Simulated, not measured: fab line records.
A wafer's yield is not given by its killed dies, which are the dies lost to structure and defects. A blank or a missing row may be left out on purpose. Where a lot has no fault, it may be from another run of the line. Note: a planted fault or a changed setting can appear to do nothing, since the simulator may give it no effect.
Comparing a struck lot with a sound one :: flow nand-harc :: 15 out of 1159 route steps
Sound: wafers L458.1, L458.3, L458.6. Wafers struck: L451.2, L451.3, L451.4. The cause is named last.
Order at every step that has rows: each side's tool, ch and its chambers, its first start. Under that, the readings that differ: sound wafers :: struck wafers :: difference of the means :: sigmas: that difference in standard deviations of wafers without a fault.
alike: words and numbers the same on both sides, and readings whose means are apart by under 2 such deviations; not compared: readings that were withheld, readings missing a value for some wafer, numbers with overlapping values and no deviation given by the record, and bounds like >300 which may hide the same value.
The two part at a step that has a row with sigmas, a row that says differs or no value, or rows on one side only. Numbers that have no deviation but don't overlap get no sigmas and don't part them. A reading that every wafer of one side lacks parts them only if that side has two wafers or more.

first, 4 steps without rows for these wafers: NHARC_P_CONTACT_EBR_08; NHARC_P_CONTACT_EXPOSE_09 (exposes mask P CA, target cd 90 nm); NHARC_P_CONTACT_PEB_10 (peb time 65 s); NHARC_P_CONTACT_DEVELOP_11 (develop time 35 s).
NHARC_P_CONTACT_CD_MEAS_12: the cd target is 90 nm.
  sound on cd-sem-01 ch 0, day 9 20:47; struck on cd-sem-03 ch 0, day 8 06:51
  alike: cd-nm
NHARC_P_CONTACT_OVL_MEAS_13:
  sound on overlay-02, day 9 20:52; struck on overlay-01, day 8 06:56
  alike: overlay-x-nm, overlay-y-nm
NHARC_P_CONTACT_INSPECT_14:
  sound on defect-inspect-02, day 9 20:54; struck on defect-inspect-01, day 8 06:59
  alike: raw-defect-count
NHARC_P_CONTACT_DESCUM_17: chemistry O2, time 3 s.
  sound on rie-diel-10 ch 1,2,3, day 9 20:58; struck on rie-diel-02 ch 0,2,3, day 8 07:02
  alike: drypump-motor-current-A, oes-product-au, rf-vpp-V, showerhead-plenum-p-Torr, throttle-valve-pct
  not compared: rf-hours-counter-h
NHARC_P_CONTACT_ETCH_35: etches the open film in CF4, target depth 39 nm, time 65 s.
  sound on rie-diel-10 ch 2,3, day 9 21:10; struck on rie-diel-02 ch 0,1,3, day 8 07:07
  alike: bias-w, cf4-flow-sccm, drypump-motor-current-A, oes-product-au, rf-fwd-power-W, rf-vpp-V, showerhead-plenum-p-Torr, throttle-valve-pct
  not compared: rf-hours-counter-h
NHARC_P_CONTACT_ETCH_36: etches the open film in N2/H2, target depth 260 nm, time 406.25 s.
  sound: rie-diel-10 ch 0,1,2; struck: rie-diel-02 ch 0,1,3
  alike: bias-w, chamber-pressure-mTorr, drypump-motor-current-A, oes-product-au, rf-fwd-power-W, rf-vpp-V, showerhead-plenum-p-Torr, throttle-valve-pct
  not compared: rf-hours-counter-h
NHARC_P_CONTACT_ETCH_18: etches the open film in C4F8/O2/Ar, target depth 481 nm, time 240.5 s.
  sound: rie-diel-10 ch 0,1,2; struck: rie-diel-02 ch 0,1,2
  alike: bias-w, chamber-pressure-mTorr, oes-product-au, rf-fwd-power-W, rf-vpp-V
  not compared: rf-hours-counter-h
then, 1 step without rows for these wafers: NHARC_P_CONTACT_STRIP_37 (strips in C4F8/O2/Ar).
NHARC_P_CONTACT_ETCH_31: etches the open film in CH3F/O2, target depth 30 nm, time 85.7 s.
  sound on rie-diel-10 ch 1,2,3, day 9 21:49; struck on rie-diel-02 ch 0,1,3, day 8 07:47
  no value came back on the struck wafers for any of 8 readings (bias-w (W), ch3f-flow-sccm (sccm) and others); on the sound wafers bias-w (W) reads 100.1 99.9 100.1
  not compared: rf-hours-counter-h
NHARC_P_CONTACT_CD_MEAS_19:
  sound on cd-sem-01, day 9 21:58; struck on cd-sem-02, day 8 07:55
  alike: cd-nm
-- jump in the record: it breaks off in module P_CONTACT and resumes in module END (first step shown: number 1159 of the route), and 15 days separate the struck wafers' starts before and after --
NHARC_END_SORT_01:
  only the struck wafers appear in the record here, on prober-01 ch 0 at day 22 22:50; the sound ones have no rows

WHERE THEY PART
At NHARC_P_CONTACT_ETCH_31 first; at NHARC_END_SORT_01 last (within this record only).

WHY: what had been put in by the simulator
At NHARC_P_CONTACT_ETCH_31, the step was skipped entirely on rie-diel-02 from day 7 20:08 on. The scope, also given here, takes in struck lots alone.
